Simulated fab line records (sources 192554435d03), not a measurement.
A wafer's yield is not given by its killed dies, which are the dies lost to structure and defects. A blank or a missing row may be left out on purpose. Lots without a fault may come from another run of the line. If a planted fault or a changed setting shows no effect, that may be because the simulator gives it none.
Which tool did it? / flow n5_finfet / Sampling: 8 lots, 24 wafers, 6 of 1938 route steps

WHAT THE GAUGES READ, wafer by wafer
N5_BEOL_M1_CD_MEAS_35: target cd 18 nm, target cd y 21 nm. Usual: 17.9 nm for cd_nm, sd 0.38.
lot=L371; measured=day 7 10:12; on=cd_sem-02; cd_nm (nm)=18.3 17.7 17.8; flag=
lot=L375; measured=day 7 17:40; on=cd_sem-03; cd_nm (nm)=17.7 18.2 18.0; flag=
lot=L373; measured=day 7 17:55; on=cd_sem-01; cd_nm (nm)=17.6 17.9 18.1; flag=
lot=L376; measured=day 7 21:47; on=cd_sem-03; cd_nm (nm)=18.5 17.4 18.7; flag=
lot=L382; measured=day 9 15:56; on=cd_sem-01; cd_nm (nm)=19.2 18.4 18.2; flag=
lot=L389; measured=day 10 15:24; on=cd_sem-03; cd_nm (nm)=18.1 18.1 18.1; flag=
lot=L391; measured=day 11 09:25; on=cd_sem-03; cd_nm (nm)=17.9 18.2 17.7; flag=
lot=L394; measured=day 12 07:39; on=cd_sem-01; cd_nm (nm)=17.4 17.8 17.3; flag=

N5_BEOL_M4_RC_MEAS_101. Usual: DIBL_N 36.6 mV/V, standard deviation 2.1; DIBL_P 36.5 mV/V, standard deviation 2.7; IOFF_N 0.17 nA/um, standard deviation 0.043; IOFF_P 0.22 nA/um, standard deviation 0.045; ION_N 674 uA/um, standard deviation 17; ION_P 461 uA/um, standard deviation 9.9; SS_N 71.7 mV/dec, standard deviation 0.79; SS_P 73.4 mV/dec, standard deviation 0.79; VT_N 249 mV, standard deviation 4; VT_P -250 mV, standard deviation 3.3.
lot=L371; measured=day 8 20:52; on=prober-01; DIBL_N (mV/V)=33.1 34.9 38.3; DIBL_P (mV/V)=33.5 36.1 39.8; IOFF_N (nA/um)=0.10 0.14 0.22; IOFF_P (nA/um)=0.14 0.18 0.24; ION_N (uA/um)=647 658 696; ION_P (uA/um)=443 454 469; SS_N (mV/dec)=70.5 71.3 72.1; SS_P (mV/dec)=71.6 73.0 73.2; VT_N (mV)=258 252 244; VT_P (mV)=-256 -254 -251; flag=
lot=L375; measured=day 9 02:46; on=prober-01; DIBL_N (mV/V)=39.7 36.1 35.1; DIBL_P (mV/V)=39.8 32.2 33.3; IOFF_N (nA/um)=0.19 0.13 0.12; IOFF_P (nA/um)=0.27 0.15 0.17; ION_N (uA/um)=657 644 645; ION_P (uA/um)=452 439 449; SS_N (mV/dec)=71.8 70.9 70.6; SS_P (mV/dec)=75.0 72.2 72.6; VT_N (mV)=249 254 254; VT_P (mV)=-248 -255 -255; flag=
lot=L373; measured=day 9 02:56; on=prober-02; DIBL_N (mV/V)=40.5 37.7 38.3; DIBL_P (mV/V)=39.4 35.1 37.4; IOFF_N (nA/um)=0.23 0.17 0.20; IOFF_P (nA/um)=0.26 0.19 0.23; ION_N (uA/um)=695 676 693; ION_P (uA/um)=463 454 464; SS_N (mV/dec)=73.2 72.8 72.4; SS_P (mV/dec)=74.4 73.9 73.9; VT_N (mV)=247 250 248; VT_P (mV)=-250 -254 -248; flag=
lot=L376; measured=day 9 23:44; on=prober-02; DIBL_N (mV/V)=39.5 39.0 37.1; DIBL_P (mV/V)=41.3 40.2 36.6; IOFF_N (nA/um)=0.25 0.25 0.20; IOFF_P (nA/um)=0.30 0.30 0.23; ION_N (uA/um)=692 689 687; ION_P (uA/um)=469 468 465; SS_N (mV/dec)=73.0 72.0 72.0; SS_P (mV/dec)=74.9 74.1 73.9; VT_N (mV)=244 242 248; VT_P (mV)=-246 -245 -246; flag=
lot=L382; measured=day 11 02:28; on=prober-02; DIBL_N (mV/V)=35.8 35.8 36.0; DIBL_P (mV/V)=35.8 36.8 34.5; IOFF_N (nA/um)=0.15 0.16 0.15; IOFF_P (nA/um)=0.18 0.19 0.17; ION_N (uA/um)=688 660 671; ION_P (uA/um)=468 452 451; SS_N (mV/dec)=72.0 71.7 72.4; SS_P (mV/dec)=73.0 73.8 73.3; VT_N (mV)=251 247 252; VT_P (mV)=-252 -252 -252; flag=
lot=L389; measured=day 12 03:50; on=prober-01; DIBL_N (mV/V)=37.2 38.0 35.6; DIBL_P (mV/V)=37.6 39.5 34.8; IOFF_N (nA/um)=0.17 0.20 0.15; IOFF_P (nA/um)=0.22 0.25 0.18; ION_N (uA/um)=658 682 673; ION_P (uA/um)=452 465 455; SS_N (mV/dec)=71.1 72.1 71.3; SS_P (mV/dec)=74.0 73.7 73.8; VT_N (mV)=250 245 251; VT_P (mV)=-249 -248 -250; flag=
lot=L391; measured=day 12 20:22; on=prober-02; DIBL_N (mV/V)=35.6 35.8 37.1; DIBL_P (mV/V)=35.6 36.1 37.1; IOFF_N (nA/um)=0.15 0.16 0.19; IOFF_P (nA/um)=0.19 0.19 0.22; ION_N (uA/um)=665 681 673; ION_P (uA/um)=447 456 449; SS_N (mV/dec)=71.4 71.3 72.3; SS_P (mV/dec)=73.5 73.6 73.9; VT_N (mV)=252 250 246; VT_P (mV)=-254 -254 -253; flag=
lot=L394; measured=day 14 08:18; on=prober-02; DIBL_N (mV/V)=38.0 37.7 35.5; DIBL_P (mV/V)=35.3 35.8 33.8; IOFF_N (nA/um)=0.19 0.16 0.14; IOFF_P (nA/um)=0.20 0.20 0.17; ION_N (uA/um)=693 654 680; ION_P (uA/um)=467 445 472; SS_N (mV/dec)=72.9 71.8 71.3; SS_P (mV/dec)=73.4 73.4 73.6; VT_N (mV)=246 251 251; VT_P (mV)=-252 -252 -252; flag=

WHAT TOOL EACH LOT RAN ON (gives the tool, then ch and the chambers of the sampled wafers, and finally the start)
lot=L371; N5_BEOL_M1_ETCH_64=rie_diel-04 ch 1,2,3, day 7 05:40; N5_BEOL_M1_ETCH_77=rie_diel-04 ch 0,2,3, day 7 06:30; N5_BEOL_M1_ETCH_70=rie_diel-05 ch 0,3, day 7 09:35; N5_BEOL_M1_SPUTTER_79=pvd_sputter-01, day 7 13:23
lot=L375; N5_BEOL_M1_ETCH_64=rie_diel-02 ch 0,1,2, day 7 09:56; N5_BEOL_M1_ETCH_77=rie_diel-05 ch 0,2,3, day 7 10:46; N5_BEOL_M1_ETCH_70=rie_diel-05 ch 1,2,3, day 7 17:10; N5_BEOL_M1_SPUTTER_79=pvd_sputter-03, day 7 18:31
lot=L373; N5_BEOL_M1_ETCH_64=rie_diel-02 ch 0,1,2, day 7 10:20; N5_BEOL_M1_ETCH_77=rie_diel-05 ch 0,1,3, day 7 11:09; N5_BEOL_M1_ETCH_70=rie_diel-02 ch 0,2,3, day 7 17:24; N5_BEOL_M1_SPUTTER_79=pvd_sputter-01, day 7 19:05
lot=L376; N5_BEOL_M1_ETCH_64=rie_diel-04 ch 0,2,3, day 7 16:17; N5_BEOL_M1_ETCH_77=rie_diel-02 ch 1,2,3, day 7 17:58; N5_BEOL_M1_ETCH_70=rie_diel-02 ch 0,1,3, day 7 21:16; N5_BEOL_M1_SPUTTER_79=pvd_sputter-02, day 8 00:01
lot=L382; N5_BEOL_M1_ETCH_64=rie_diel-02 ch 0,3, day 9 05:42; N5_BEOL_M1_ETCH_77=rie_diel-05 ch 0,1,3, day 9 06:35; N5_BEOL_M1_ETCH_70=rie_diel-02 ch 0,3, day 9 15:25; N5_BEOL_M1_SPUTTER_79=pvd_sputter-02, day 9 17:08
lot=L389; N5_BEOL_M1_ETCH_64=rie_diel-05 ch 0,1, day 10 07:07; N5_BEOL_M1_ETCH_77=rie_diel-02 ch 0,3, day 10 08:04; N5_BEOL_M1_ETCH_70=rie_diel-04 ch 0,2,3, day 10 14:53; N5_BEOL_M1_SPUTTER_79=pvd_sputter-01, day 10 17:07
lot=L391; N5_BEOL_M1_ETCH_64=rie_diel-04 ch 2,3, day 11 07:20; N5_BEOL_M1_ETCH_77=rie_diel-02 ch 0,1,3, day 11 08:15; N5_BEOL_M1_ETCH_70=rie_diel-05 ch 0,2,3, day 11 08:55; N5_BEOL_M1_SPUTTER_79=pvd_sputter-03, day 11 10:29
lot=L394; N5_BEOL_M1_ETCH_64=rie_diel-05 ch 0,2,3, day 11 23:37; N5_BEOL_M1_ETCH_77=rie_diel-04 ch 0,2, day 12 00:31; N5_BEOL_M1_ETCH_70=rie_diel-02 ch 0,3, day 12 07:08; N5_BEOL_M1_SPUTTER_79=pvd_sputter-02, day 12 09:31
- N5_BEOL_M1_ETCH_64: etches SOC in N2/H2, target depth 75 nm, overetch 15 nm, time 112.5 s.
- N5_BEOL_M1_ETCH_77: etches underlayer in N2/H2, target depth 6.5 nm, time 5.2 s.
- N5_BEOL_M1_ETCH_70: etches SOC in N2/H2, target depth 80 nm, overetch 16 nm, time 120 s.
- N5_BEOL_M1_SPUTTER_79: material Cu, target thk 4.5 nm, time 8.29 s.

WHAT THE TOOLS THEMSELVES READ (means of the sampled wafers that have a number; where no wafer has one, the mark that the record gives instead)
N5_BEOL_M1_ETCH_64. Usual: drypump_motor_current_A 5.7 A, standard deviation 0.46; oes_product_au 0.63 a.u., standard deviation 0.078; rf_vpp_V 524.5 V, standard deviation 2.5; showerhead_plenum_p_Torr 2.57 Torr, standard deviation 0.079; throttle_valve_pct 17.9 %, standard deviation 0.34.
lot=L371; tool=rie_diel-04; drypump_motor_current_A (A)=5.4; oes_product_au (a.u.)=0.64; rf_vpp_V (V)=523.1; showerhead_plenum_p_Torr (Torr)=2.53; throttle_valve_pct (%)=17.7; flag=
lot=L375; tool=rie_diel-02; drypump_motor_current_A (A)=5.8; oes_product_au (a.u.)=0.58; rf_vpp_V (V)=524.4; showerhead_plenum_p_Torr (Torr)=2.57; throttle_valve_pct (%)=18.1; flag=
lot=L373; tool=rie_diel-02; drypump_motor_current_A (A)=5.8; oes_product_au (a.u.)=0.57; rf_vpp_V (V)=523.6; showerhead_plenum_p_Torr (Torr)=2.57; throttle_valve_pct (%)=18.1; flag=
lot=L376; tool=rie_diel-04; drypump_motor_current_A (A)=5.0; oes_product_au (a.u.)=0.70; rf_vpp_V (V)=525.5; showerhead_plenum_p_Torr (Torr)=2.62; throttle_valve_pct (%)=17.4; flag=
lot=L382; tool=rie_diel-02; drypump_motor_current_A (A)=5.6; oes_product_au (a.u.)=0.66; rf_vpp_V (V)=525.7; showerhead_plenum_p_Torr (Torr)=2.65; throttle_valve_pct (%)=17.9; flag=
lot=L389; tool=rie_diel-05; drypump_motor_current_A (A)=5.9; oes_product_au (a.u.)=0.55; rf_vpp_V (V)=524.4; showerhead_plenum_p_Torr (Torr)=2.56; throttle_valve_pct (%)=18.1; flag=
lot=L391; tool=rie_diel-04; drypump_motor_current_A (A)=4.9; oes_product_au (a.u.)=0.64; rf_vpp_V (V)=524.6; showerhead_plenum_p_Torr (Torr)=2.57; throttle_valve_pct (%)=17.6; flag=
lot=L394; tool=rie_diel-05; drypump_motor_current_A (A)=5.8; oes_product_au (a.u.)=0.67; rf_vpp_V (V)=523.2; showerhead_plenum_p_Torr (Torr)=2.54; throttle_valve_pct (%)=17.9; flag=

N5_BEOL_M1_ETCH_77. Usual: drypump_motor_current_A 5.6 A, standard deviation 0.48; etch_rf_on_time_s 5.25 s, standard deviation 0.14; oes_product_au 0.66 a.u., standard deviation 0.083; rf_vpp_V 524.4 V, standard deviation 2.6; showerhead_plenum_p_Torr 2.57 Torr, standard deviation 0.078; throttle_valve_pct 17.9 %, standard deviation 0.38.
lot=L371; tool=rie_diel-04; drypump_motor_current_A (A)=5.1; etch_rf_on_time_s (s)=5.16; oes_product_au (a.u.)=0.77; rf_vpp_V (V)=525.7; showerhead_plenum_p_Torr (Torr)=2.62; throttle_valve_pct (%)=17.4; flag=
lot=L375; tool=rie_diel-05; drypump_motor_current_A (A)=5.8; etch_rf_on_time_s (s)=5.19; oes_product_au (a.u.)=0.67; rf_vpp_V (V)=522.9; showerhead_plenum_p_Torr (Torr)=2.55; throttle_valve_pct (%)=18.0; flag=
lot=L373; tool=rie_diel-05; drypump_motor_current_A (A)=5.8; etch_rf_on_time_s (s)=5.26; oes_product_au (a.u.)=0.60; rf_vpp_V (V)=524.6; showerhead_plenum_p_Torr (Torr)=2.56; throttle_valve_pct (%)=18.2; flag=
lot=L376; tool=rie_diel-02; drypump_motor_current_A (A)=5.7; etch_rf_on_time_s (s)=5.23; oes_product_au (a.u.)=0.66; rf_vpp_V (V)=526.1; showerhead_plenum_p_Torr (Torr)=2.63; throttle_valve_pct (%)=18.1; flag=
lot=L382; tool=rie_diel-05; drypump_motor_current_A (A)=5.8; etch_rf_on_time_s (s)=5.31; oes_product_au (a.u.)=0.59; rf_vpp_V (V)=523.6; showerhead_plenum_p_Torr (Torr)=2.56; throttle_valve_pct (%)=18.2; flag=
lot=L389; tool=rie_diel-02; drypump_motor_current_A (A)=5.8; etch_rf_on_time_s (s)=5.39; oes_product_au (a.u.)=0.65; rf_vpp_V (V)=524.1; showerhead_plenum_p_Torr (Torr)=2.58; throttle_valve_pct (%)=18.0; flag=
lot=L391; tool=rie_diel-02; drypump_motor_current_A (A)=5.8; etch_rf_on_time_s (s)=5.35; oes_product_au (a.u.)=0.64; rf_vpp_V (V)=525.9; showerhead_plenum_p_Torr (Torr)=2.63; throttle_valve_pct (%)=18.1; flag=
lot=L394; tool=rie_diel-04; drypump_motor_current_A (A)=5.0; etch_rf_on_time_s (s)=5.17; oes_product_au (a.u.)=0.70; rf_vpp_V (V)=525.9; showerhead_plenum_p_Torr (Torr)=2.60; throttle_valve_pct (%)=17.6; flag=

N5_BEOL_M1_ETCH_70. Usual: drypump_motor_current_A 5.7 A, standard deviation 0.42; oes_product_au 0.60 a.u., standard deviation 0.075; rf_vpp_V 524.8 V, standard deviation 2.5; showerhead_plenum_p_Torr 2.58 Torr, standard deviation 0.087; throttle_valve_pct 17.9 %, standard deviation 0.33.
lot=L371; tool=rie_diel-05; drypump_motor_current_A (A)=5.7; oes_product_au (a.u.)=0.54; rf_vpp_V (V)=524.2; showerhead_plenum_p_Torr (Torr)=2.56; throttle_valve_pct (%)=18.2; flag=
lot=L375; tool=rie_diel-05; drypump_motor_current_A (A)=5.5; oes_product_au (a.u.)=0.60; rf_vpp_V (V)=523.0; showerhead_plenum_p_Torr (Torr)=2.52; throttle_valve_pct (%)=17.9; flag=
lot=L373; tool=rie_diel-02; drypump_motor_current_A (A)=5.7; oes_product_au (a.u.)=0.59; rf_vpp_V (V)=525.1; showerhead_plenum_p_Torr (Torr)=2.59; throttle_valve_pct (%)=18.0; flag=
lot=L376; tool=rie_diel-02; drypump_motor_current_A (A)=5.8; oes_product_au (a.u.)=0.61; rf_vpp_V (V)=526.1; showerhead_plenum_p_Torr (Torr)=2.64; throttle_valve_pct (%)=18.0; flag=
lot=L382; tool=rie_diel-02; drypump_motor_current_A (A)=5.8; oes_product_au (a.u.)=0.59; rf_vpp_V (V)=524.9; showerhead_plenum_p_Torr (Torr)=2.59; throttle_valve_pct (%)=17.9; flag=
lot=L389; tool=rie_diel-04; drypump_motor_current_A (A)=5.1; oes_product_au (a.u.)=0.66; rf_vpp_V (V)=526.0; showerhead_plenum_p_Torr (Torr)=2.61; throttle_valve_pct (%)=17.4; flag=
lot=L391; tool=rie_diel-05; drypump_motor_current_A (A)=5.8; oes_product_au (a.u.)=0.66; rf_vpp_V (V)=523.4; showerhead_plenum_p_Torr (Torr)=2.54; throttle_valve_pct (%)=17.9; flag=
lot=L394; tool=rie_diel-02; drypump_motor_current_A (A)=5.8; oes_product_au (a.u.)=0.59; rf_vpp_V (V)=524.9; showerhead_plenum_p_Torr (Torr)=2.58; throttle_valve_pct (%)=18.0; flag=

N5_BEOL_M1_SPUTTER_79. Usual: 30.1 % for throttle_valve_pct, sd 0.88.
lot=L371; tool=pvd_sputter-01; throttle_valve_pct (%)=29.5; flag=
lot=L375; tool=pvd_sputter-03; throttle_valve_pct (%)=30.9; flag=
lot=L373; tool=pvd_sputter-01; throttle_valve_pct (%)=29.3; flag=
lot=L376; tool=pvd_sputter-02; throttle_valve_pct (%)=29.7; flag=
lot=L382; tool=pvd_sputter-02; throttle_valve_pct (%)=30.1; flag=
lot=L389; tool=pvd_sputter-01; throttle_valve_pct (%)=30.4; flag=
lot=L391; tool=pvd_sputter-03; throttle_valve_pct (%)=31.3; flag=
lot=L394; tool=pvd_sputter-02; throttle_valve_pct (%)=30.2; flag=

THE ANSWER, worked out from the rows above alone
Rule: a lot counts as off when the mean over its wafers that have a number is more than 3 standard deviations away from the usual mean. Also off: a lot with no number at a reading for which 4 or more lots have one. The other lots that the step has rows for count as sound. The gauges are gone through in route order, then the tools' own readings, and for those a lot's mean is taken as printed above. The first step at which some lot is off is used, and at that step the reading that is off furthest; a lot without a number counts as furthest.
Across all readings shown, no lot is off: no conclusion can be drawn from this.

WHAT THE SIMULATOR HAD PUT IN
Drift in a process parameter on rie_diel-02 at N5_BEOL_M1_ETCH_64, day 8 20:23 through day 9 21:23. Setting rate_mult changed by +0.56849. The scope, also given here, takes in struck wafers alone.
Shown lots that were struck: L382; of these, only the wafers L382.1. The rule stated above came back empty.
